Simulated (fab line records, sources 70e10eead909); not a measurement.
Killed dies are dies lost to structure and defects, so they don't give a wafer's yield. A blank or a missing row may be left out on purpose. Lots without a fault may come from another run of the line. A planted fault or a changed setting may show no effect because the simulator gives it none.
A struck lot beside a sound one | flow nand_harc | 15 steps out of a route of 1302
Sound: wafers L542.1, L542.4, L542.6. Struck: wafers L533.2, L533.5. (L533.1 of the same lot was not struck and is left out.) The cause comes at the end.
At each step with rows: each side's tool, then ch and its chambers, then its first start. Under that, the readings that differ: sound wafers | struck wafers | difference of the means | sigmas: that difference in standard deviations of wafers without a fault.
alike: readings whose means differ by less than 2 such deviations, and words and numbers that are the same on both sides. not compared: withheld readings, readings that some wafer has no value for, bounds like >300 that may hide the same value, and numbers for which the record gives no deviation and whose values overlap.
The two part at a step that has a row with sigmas, a row that says differs or no value, or rows on one side only. Numbers that don't overlap but have no deviation are shown without sigmas and don't part them. A reading that every wafer of one side lacks parts them only if that side has two wafers or more.

first, 1 step without rows for these wafers: NHARC_A_ONON_D1_DEP_06 (target thk 1000 nm).
NHARC_A_ONON_D1_THK_MEAS_08: measures by ellipsometry.
  sound on film_metro-02, day 15 08:22; struck on film_metro-02, day 11 23:44
  alike: thk_nm
then, 1 step without rows for these wafers: NHARC_A_ONON_D1_DEP_09 (target thk 1000 nm).
NHARC_A_ONON_D1_THK_MEAS_11: measures by ellipsometry.
  sound on film_metro-01, day 15 08:56; struck on film_metro-01, day 12 00:17
  alike: thk_nm
then, 1 step without rows for these wafers: NHARC_A_ONON_D1_DEP_12 (target thk 1000 nm).
NHARC_A_ONON_D1_THK_MEAS_14: measures by ellipsometry.
  sound on film_metro-01, day 15 09:31; struck on film_metro-02, day 12 00:51
  alike: thk_nm
then, 2 steps without rows for these wafers: NHARC_A_ONON_D1_ANNEAL_15 (time 3600 s); NHARC_A_ONON_D1_DEP_16 (target thk 1000 nm).
NHARC_A_ONON_D1_THK_MEAS_18: measures by ellipsometry.
  sound on film_metro-01, day 15 17:22; struck on film_metro-01, day 12 08:37
  alike: thk_nm
then, 1 step without rows for these wafers: NHARC_A_ONON_D1_DEP_19 (target thk 1000 nm).
NHARC_A_ONON_D1_THK_MEAS_21: measures by ellipsometry.
  sound on film_metro-01, day 15 17:56; struck on film_metro-01, day 12 09:11
  reading     | sound          | struck  | difference | sigmas
  thk_nm (nm) | 1015 1016 1017 | 994 994 | -22        | -2
NHARC_A_ONON_D1_DEP_22: target thk 1000 nm.
  sound on pecvd_onon-02 ch 0, day 15 17:59; struck on pecvd_onon-02 ch 0, day 12 09:14
  alike: n2o_flow_sccm
NHARC_A_ONON_D1_THK_MEAS_24: measures by ellipsometry.
  sound on film_metro-02, day 15 18:30; struck on film_metro-02, day 12 09:46
  reading     | sound       | struck    | difference | sigmas
  thk_nm (nm) | 993 994 994 | 1300 1299 | +306       | +25
then, 1 step without rows for these wafers: NHARC_A_ONON_D1_DEP_25 (target thk 1000 nm).
-- the record jumps here: 16 days lie between the struck wafers' starts before and after (it left off in module A_ONON_D1 and takes up again in module END, whose first step shown is number 1302 of the route) --
NHARC_END_SORT_01:
  the record has rows for the struck wafers here (prober-01 ch 0, day 28 15:03) and none for the sound ones

WHERE THEY PART
First at NHARC_A_ONON_D1_THK_MEAS_21; last, within this record, at NHARC_END_SORT_01.

WHY: what the simulator had put in
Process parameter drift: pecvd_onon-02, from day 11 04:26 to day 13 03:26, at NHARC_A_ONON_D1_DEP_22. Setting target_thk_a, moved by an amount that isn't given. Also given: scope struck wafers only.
